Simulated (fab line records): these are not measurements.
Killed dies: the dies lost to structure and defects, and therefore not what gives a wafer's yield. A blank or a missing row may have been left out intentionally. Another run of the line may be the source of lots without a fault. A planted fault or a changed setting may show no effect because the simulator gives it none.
fab line records	flow nand-harc
record: lots: 6	wafers: 18	last-day: 34
route steps=1302 shown P_START@1 P_ZERO_WELL@2 END@1302
lots that met no fault: taken from a fault-free run of the same line
start-h: start of the lot's first displayed wafer, in hours after the record's first day	wait-h: hours elapsed since this lot's preceding step	" the same as in the row above	L1.1+2: a row that stands for several wafers	- value missing, or start not given	* or withheld: withheld	< > ~ a bound
route shown NAME@n: names a module that has steps shown in the file, with the first one's number in the route	usual: the fault-free wafers' mean and standard deviation	same: alike in all rows	chamber/n: place in a boat	sites: readings site by site	_std_site: standard deviation of those values	_edge_site: outer sites' mean less inner sites'	radius-mm: for every site, how far away it sits from the centre of the wafer	mask NAME#n: copy n	behind: the last tool/chamber to shape the wafer	hold: what put the lot on hold/how long, in hours/how the hold closed	device: whichever transistor did not switch (one of n, p or np)	end of line: tests of these same wafers at the route's end	a step with no rows: only its recipe	killed: at the first sort, the dies lost to defects and structure; wafer yield is something else	map: shows each die of a wafer: x if killed, . if not, _ if none is there
set.NAME: setting as actually run; set.NAME@STEP: the setting as run at that earlier step	model.NAME: the simulator's own value behind a step, which no gauge read
certain route steps with their lots: each step a table, each wafer a row
services: when a tool's chamber went out of use (start-h, in hours from the record's first day, below 0 if earlier), for how many hours, and the reason
== steps ==
step: NHARC_P_START_INSPECT_01
usual: raw-defect-count: 3.5/1.7
lot.wafer	tool	chamber	start-h	wait-h	raw-defect-count
L695.1	defect-inspect-02	-	110.04	-	3
L695.2	"	-	"	"	3
L695.5	"	-	"	"	2
L697.1	defect-inspect-01	-	130.04	-	2
L697.2	"	-	"	"	3
L697.4	"	-	"	"	5
L705.3	defect-inspect-01	-	210.04	-	3
L705.5	"	-	"	"	4
L705.6	"	-	"	"	7
L706.3	defect-inspect-01	-	220.04	-	2
L706.5	"	-	"	"	1
L706.6	"	-	"	"	4
L707.1	defect-inspect-02	-	230.04	-	1
L707.3	"	-	"	"	6
L707.6	"	-	"	"	4
L709.1	defect-inspect-02	-	250.04	-	3
L709.3	"	-	"	"	6
L709.5	"	-	"	"	4
step: NHARC_P_ZERO_WELL_PRECLEAN_00
recipe: time-s: 600	temp-c: 120	chemistry: SPM
step: NHARC_P_ZERO_WELL_SRD_01
step: NHARC_P_ZERO_WELL_PECVD_02
recipe: target-thk-a: 100	temp-c: 400	pressure-torr: 6.5	rf-w: withheld	teos-flow-sccm: withheld	flow-sccm: 2650	target-thk-nm: 10	gas: O2	material: SiO2
step: NHARC_P_ZERO_WELL_DEHYDRATE_03
recipe: temp-c: 150	time-s: 120
step: NHARC_P_ZERO_WELL_HMDS_04
recipe: time-s: 30
step: NHARC_P_ZERO_WELL_COAT_64
recipe: temp-c: 200	time-s: 65
step: NHARC_P_ZERO_WELL_COAT_05
recipe: spin-rpm: 2000	resist-thk-nm: 600
step: NHARC_P_ZERO_WELL_SOFTBAKE_06
recipe: temp-c: 125	time-s: 70
step: NHARC_P_ZERO_WELL_EBR_07
step: NHARC_P_ZERO_WELL_EXPOSE_08
recipe: na: 0.55	target-cd-nm: 500	dose-mj: 33.8	mask-id: P_ZERO
step: NHARC_P_ZERO_WELL_PEB_09
recipe: peb-temp-c: 128	peb-time-s: 80
usual: heater-power-total-W: 189.8/0.8
lot.wafer	tool	chamber	start-h	wait-h	heater-power-total-W
L695.1	litho-track-05	0	111.15	0.1	189.8
L695.2	"	0	"	"	188.9
L695.5	"	0	"	"	190.9
L697.1	litho-track-05	0	131.22	0.1	190.2
L697.2	"	0	"	"	189.2
L697.4	"	0	"	"	190.9
L705.3	litho-track-03	0	211.15	0.1	245.5
L705.5	"	0	"	"	246.7
L705.6	"	0	"	"	245.3
L706.3	litho-track-03	0	221.03	0.1	247.2
L706.5	"	0	"	"	247.5
L706.6	"	0	"	"	245.7
L707.1	litho-track-05	0	231.16	0.1	188.8
L707.3	"	0	"	"	189.6
L707.6	"	0	"	"	190.6
L709.1	litho-track-02	0	251.16	0.1	188.6
L709.3	"	0	"	"	190.7
L709.5	"	0	"	"	189.6
step: NHARC_P_ZERO_WELL_DEVELOP_10
recipe: time-s: 50	dev-temp-c: 22
step: NHARC_P_ZERO_WELL_CD_MEAS_11
recipe: target-cd-nm: 500	landing-energy-ev: 500
usual: cd-nm: 499.8/1.5
lot.wafer	tool	chamber	start-h	wait-h	cd-nm
L695.1	cd-sem-02	0	111.24	-	502.3
L695.2	"	0	"	"	502.8
L695.5	"	0	"	"	502.0
L697.1	cd-sem-02	0	131.31	-	502.2
L697.2	"	0	"	"	503.3
L697.4	"	0	"	"	499.1
L705.3	cd-sem-02	0	211.24	-	474.9
L705.5	"	0	"	"	477.7
L705.6	"	0	"	"	478.0
L706.3	cd-sem-02	0	221.12	-	484.0
L706.5	"	0	"	"	481.5
L706.6	"	0	"	"	481.1
L707.1	cd-sem-02	0	231.24	-	501.2
L707.3	"	0	"	"	501.9
L707.6	"	0	"	"	499.7
L709.1	cd-sem-01	0	251.24	-	498.8
L709.3	"	0	"	"	498.0
L709.5	"	0	"	"	499.4
step: NHARC_P_ZERO_WELL_HARDBAKE_12
recipe: temp-c: 118	time-s: 65
step: NHARC_END_SORT_01
recipe: temp-c: 25
usual: killed-at-array: 56/21	killed-at-other: 1.2/1.6	killed-at-periphery: 3.7/2.5	killed-dies: 61/21	killed-open: 3.1/1.8	killed-short: 2.8/1.7
same: gross-dies: 677
lot.wafer	tool	chamber	start-h	wait-h	killed-at-array	killed-at-other	killed-at-periphery	killed-dies	killed-open	killed-short
L705.3	prober-02	0	740.35	3.1	49	1	6	56	3	1
L705.5	prober-02	0	741.95	3.7	50	0	1	51	4	1
L705.6	prober-02	0	742.75	4.0	42	0	5	47	5	1
killed by level:class
L705.3 A_CHANNEL_HOLE_D2:chamber-film-flake=18 A_CHANNEL_HOLE_D1:chamber-film-flake=13 A_STAIRCASE:chamber-film-flake=7 A_SLIT:chamber-film-flake=5 P_STI:chamber-film-flake=2 A_CHANNEL_FILL_D1:chamber-film-flake=2 P_M0:geometric-particle:open=1 P_M0:geometric-particle:short=1
L705.5 A_CHANNEL_HOLE_D2:chamber-film-flake=19 A_CHANNEL_HOLE_D1:chamber-film-flake=11 A_STAIRCASE:chamber-film-flake=7 A_SLIT:chamber-film-flake=4 A_CHANNEL_FILL_D2:chamber-film-flake=2 A_CONTACT:chamber-film-flake=2 P_CONTACT:geometric-particle:open=1 A_CHANNEL_FILL_D1:geometric-particle:open=1
L705.6 A_CHANNEL_HOLE_D2:chamber-film-flake=21 A_CHANNEL_HOLE_D1:chamber-film-flake=8 A_STAIRCASE:chamber-film-flake=4 A_CONTACT:chamber-film-flake=3 P_STI:chamber-film-flake=2 A_SLIT:chamber-film-flake=2 P_GATE:geometric-particle:short=1 P_CONTACT:geometric-particle:open=1
== services ==
tool	chamber	start-h	hours	kind
litho-track-03	-	100.00	7.0	pm
litho-track-05	-	124.00	7.0	pm
litho-track-02	-	227.00	7.0	pm
== key ==
first-sign: step: NHARC_P_ZERO_WELL_PEB_09	reading: heater-power-total-W	direction: up	sigmas: 71	usual: *	struck: *
effect: step: NHARC_P_ZERO_WELL_CD_MEAS_11	reading: cd-nm	direction: down	sigmas: 13	usual: 499.8	struck: 479.5	through: control-loop
met-at NHARC_P_ZERO_WELL_PEB_09
struck-wafers L705.3,L705.5,L705.6,L706.3,L706.5,L706.6
tester-left-out L705,L706
loop-trim: step: NHARC_P_ZERO_WELL_EXPOSE_08	setting: dose	lots: L706
fault: kind: process-parameter-drift	tool: litho-track-03	chamber: -	onset-h: 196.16	steps: NHARC_P_ZERO_WELL_PEB_09	channel: peb-time-s	offset: *	shape: step	end-h: 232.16	acts-in: *	stated: *
tester-left-out: of these lots the tester's yield and bins aren't shown, on N5 and GAA mostly nor the transistor test; their killed dies are dies lost to structure and defects alone, not to doping, threshold or leakage, so they don't give the yield
loop-trim: a control loop set the setting to another value than it would have without faults
